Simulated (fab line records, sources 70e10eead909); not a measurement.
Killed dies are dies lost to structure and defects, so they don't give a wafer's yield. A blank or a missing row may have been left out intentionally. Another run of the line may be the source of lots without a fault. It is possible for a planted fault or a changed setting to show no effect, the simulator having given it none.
Chamber matching / flow nand_harc / 4 sister chambers for NHARC_A_M1_STRIP_18 on rie_diel-10
The step strips in N2/H2. 4 wafers are shown with their chamber, then 8 later ones without.

EACH WAFER AND ITS CHAMBER
wafer=L089.5; chamber=0; drypump_motor_current_A (A)=6.1
wafer=L085.1; chamber=3; drypump_motor_current_A (A)=6.2
wafer=L085.2; chamber=2; drypump_motor_current_A (A)=6.0
wafer=L094.1; chamber=1; drypump_motor_current_A (A)=5.7

WAFERS WITH NO CHAMBER GIVEN
wafer=L094.3; drypump_motor_current_A (A)=6.2
wafer=L094.6; drypump_motor_current_A (A)=5.7
wafer=L095.1; drypump_motor_current_A (A)=5.7
wafer=L095.3; drypump_motor_current_A (A)=6.1
wafer=L095.5; drypump_motor_current_A (A)=6.1
wafer=L096.2; drypump_motor_current_A (A)=6.1
wafer=L096.4; drypump_motor_current_A (A)=5.8
wafer=L096.5; drypump_motor_current_A (A)=6.1

WHICH CHAMBER EACH ONE RAN IN
wafer=L094.3; from the rows above=3; in truth=3
wafer=L094.6; from the rows above=1; in truth=1
wafer=L095.1; from the rows above=1; in truth=1
wafer=L095.3; from the rows above=0; in truth=0
wafer=L095.5; from the rows above=0; in truth=0
wafer=L096.2; from the rows above=0; in truth=0
wafer=L096.4; from the rows above=1; in truth=1
wafer=L096.5; from the rows above=0; in truth=0
8 of 8 placed correctly. Left unplaced by these rows: 0. Placed wrongly: 0.
How it was worked out, from the rows above alone: a wafer's distance from a chamber is the root of the sum, over the readings, of the square of ((its reading less the chamber's mean) divided by the reading's scatter). If the next closest chamber is less than 2 further off than the closest, the wafer can't be placed; otherwise it belongs to the closest. Each chamber's mean is taken over the wafers shown for it. The scatter (one wafer shown for each chamber): square how far every hidden wafer sits from the nearest shown wafer, average those squares and take the square root.
